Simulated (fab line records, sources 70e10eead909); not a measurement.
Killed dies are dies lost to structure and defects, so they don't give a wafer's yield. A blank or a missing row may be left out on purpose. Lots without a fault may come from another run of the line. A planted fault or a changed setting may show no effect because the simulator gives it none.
Which tool did it? | flow nand_harc | 14 lots, 42 wafers sampled, at 5 steps of a route of 1159

WHAT THE GAUGES READ, wafer by wafer
NHARC_END_SORT_01.
lot  | measured     | on        | killed_at_array | killed_at_other | killed_at_periphery | killed_dies | killed_open | killed_short
L254 | day 21 05:05 | prober-01 | 68 63 106       | 0 0 0           | 3 0 5               | 71 63 111   | 3 3 7       | 3 2 4
L255 | day 21 03:29 | prober-02 | 110 78 105      | 2 3 3           | 3 5 2               | 115 86 110  | 5 5 5       | 1 4 1
L256 | day 21 12:56 | prober-01 | 84 101 76       | 1 0 0           | 3 0 2               | 88 101 78   | 2 1 2       | 0 2 1

WHICH TOOL RAN EACH LOT (tool, then ch and the chambers of the sampled wafers, then the start)
lot  | NHARC_A_CONTACT_STRIP_27            | NHARC_THIN_TSV_CMP_01         | NHARC_THIN_TSV_CMP_21         | NHARC_THIN_TSV_DEGAS_53
L249 | wet_bench-02 ch 0,1,7, day 16 12:13 | cmp-04 ch 0,1, day 17 22:41   | cmp-04 ch 0,1, day 18 04:22   | pvd_sputter-01, day 18 04:48
L250 | wet_bench-05 ch 2,3,5, day 17 05:48 | cmp-03 ch 0,1,3, day 18 19:07 | cmp-01 ch 0,1,3, day 19 04:35 | pvd_sputter-01, day 19 05:04
L251 | wet_bench-05 ch 4,5,6, day 17 11:52 | cmp-01 ch 0,1,3, day 18 23:31 | cmp-04 ch 0,3, day 19 05:17   | pvd_sputter-01, day 19 06:07
L252 | wet_bench-05 ch 0,3,4, day 17 13:47 | cmp-04 ch 0,2,3, day 19 00:40 | cmp-01 ch 0,2,3, day 19 07:12 | pvd_sputter-01, day 19 11:26
L254 | wet_bench-02 ch 3,4,6, day 18 16:17 | cmp-01 ch 0,2,3, day 20 10:52 | cmp-03 ch 0,1, day 20 16:31   | pvd_sputter-01, day 20 16:59
L255 | wet_bench-02 ch 0,1,3, day 18 21:10 | cmp-03 ch 0,1, day 20 12:02   | cmp-04 ch 1,2,3, day 20 17:51 | pvd_sputter-01, day 20 18:16
L256 | wet_bench-02 ch 1,6,7, day 19 02:25 | cmp-01 ch 1,2,3, day 20 16:02 | cmp-04 ch 0,1,3, day 20 22:13 | pvd_sputter-02, day 20 22:41
L264 | wet_bench-07 ch 0,4,7, day 20 10:13 | cmp-03 ch 0,1,2, day 21 19:19 | cmp-01 ch 0,1,3, day 22 00:53 | pvd_sputter-02, day 22 01:20
L263 | wet_bench-05 ch 2,5,6, day 20 10:18 | cmp-03 ch 1,2,3, day 21 20:29 | cmp-04 ch 1,2,3, day 22 02:15 | pvd_sputter-01, day 22 02:43
L269 | wet_bench-07 ch 0,2,6, day 21 16:10 | cmp-04 ch 1,2,3, day 23 02:40 | cmp-03 ch 0,2,3, day 23 08:50 | pvd_sputter-03, day 23 09:17
L266 | wet_bench-07 ch 0,4,7, day 21 19:24 | cmp-03 ch 0,1,3, day 23 11:17 | cmp-03 ch 0,1,3, day 23 16:54 | pvd_sputter-03, day 23 17:21
L271 | wet_bench-05 ch 0,3,6, day 22 19:51 | cmp-03 ch 0,2, day 24 01:29   | cmp-04 ch 1,2, day 24 07:17   | pvd_sputter-02, day 24 07:42
L270 | wet_bench-02 ch 0,3,7, day 22 21:58 | cmp-01 ch 0,1,3, day 24 02:45 | cmp-01 ch 0,2, day 24 08:20   | pvd_sputter-02, day 24 08:46
L272 | wet_bench-05 ch 0,2,3, day 23 04:44 | cmp-01 ch 1,2,3, day 24 15:37 | cmp-03 ch 0,1, day 24 21:43   | pvd_sputter-03, day 24 22:10
- NHARC_A_CONTACT_STRIP_27: strips in post etch residue remover, time 600 s.
- NHARC_THIN_TSV_CMP_01: polishes.
- NHARC_THIN_TSV_CMP_21: polishes, t overpolish 30 s, target thk 2000 nm.
- NHARC_THIN_TSV_DEGAS_53: time 60 s.

WHAT THE TOOLS THEMSELVES READ (means of the sampled wafers that have a number; where no wafer has one, the mark that the record gives instead)
NHARC_THIN_TSV_CMP_01.
lot  | tool   | motor_current_A (A) | slurry_filter_dp_kPa (kPa)
L249 | cmp-04 | 11.1                | 13.55
L250 | cmp-03 | 12.0                | 13.50
L251 | cmp-01 | 11.6                | 13.44
L252 | cmp-04 | 10.5                | 13.47
L254 | cmp-01 | 12.6                | 13.61
L255 | cmp-03 | 12.0                | 13.59
L256 | cmp-01 | 12.4                | 13.53
L264 | cmp-03 | 12.3                | 13.44
L263 | cmp-03 | 12.8                | 13.50
L269 | cmp-04 | 10.7                | 13.52
L266 | cmp-03 | 11.8                | 13.45
L271 | cmp-03 | 11.7                | 13.51
L270 | cmp-01 | 11.4                | 13.43
L272 | cmp-01 | 12.8                | 13.59

NHARC_THIN_TSV_CMP_21.
lot  | tool   | motor_current_A (A) | overpolish_run_s (s) | slurry_filter_dp_kPa (kPa)
L249 | cmp-04 | 11.2                | 30.001               | 13.48
L250 | cmp-01 | 11.5                | 30.001               | 13.48
L251 | cmp-04 | 10.3                | 30.002               | 13.56
L252 | cmp-01 | 12.5                | 30.011               | 13.70
L254 | cmp-03 | 12.0                | 29.997               | 13.50
L255 | cmp-04 | 11.3                | 30.003               | 13.43
L256 | cmp-04 | 11.3                | 30.012               | 13.58
L264 | cmp-01 | 11.6                | 29.997               | 13.60
L263 | cmp-04 | 11.5                | 29.998               | 13.51
L269 | cmp-03 | 12.4                | 30.002               | 13.55
L266 | cmp-03 | 11.6                | 29.997               | 13.53
L271 | cmp-04 | 12.1                | 30.009               | 13.52
L270 | cmp-01 | 13.4                | 30.002               | 13.62
L272 | cmp-03 | 12.2                | 29.999               | 13.55

NHARC_THIN_TSV_DEGAS_53.
lot  | tool           | heater_power_w (W)
L249 | pvd_sputter-01 | 482
L250 | pvd_sputter-01 | 539
L251 | pvd_sputter-01 | 463
L252 | pvd_sputter-01 | 507
L254 | pvd_sputter-01 | 467
L255 | pvd_sputter-01 | 460
L256 | pvd_sputter-02 | 461
L264 | pvd_sputter-02 | 462
L263 | pvd_sputter-01 | 541
L269 | pvd_sputter-03 | 501
L266 | pvd_sputter-03 | 485
L271 | pvd_sputter-02 | 499
L270 | pvd_sputter-02 | 425
L272 | pvd_sputter-03 | 500

THE ANSWER, worked out from the rows above alone
Rule: what is usual is taken from the lots themselves. Put in order of their means at a reading, lots are off if they are a third of the lots or fewer, leave a main group of 4 or more, and stand apart from it by a gap of 3 or more times the standard deviation of the main group's means; of several such gaps the widest counts. A main group whose means are all the same, to the digits that the tables above print for the reading, isn't used. A lot without any number at a reading at which 4 lots or more have one is off too. The other lots that the step has rows for count as sound. The gauges are gone through in route order, then the tools' own readings, and for those a lot's mean is taken as printed above. The first step at which some lot is off is used, and at that step the reading that is off furthest; a lot without a number counts as furthest.
No lot is off at any reading shown: from this, nothing can be told.

WHAT THE SIMULATOR HAD PUT IN
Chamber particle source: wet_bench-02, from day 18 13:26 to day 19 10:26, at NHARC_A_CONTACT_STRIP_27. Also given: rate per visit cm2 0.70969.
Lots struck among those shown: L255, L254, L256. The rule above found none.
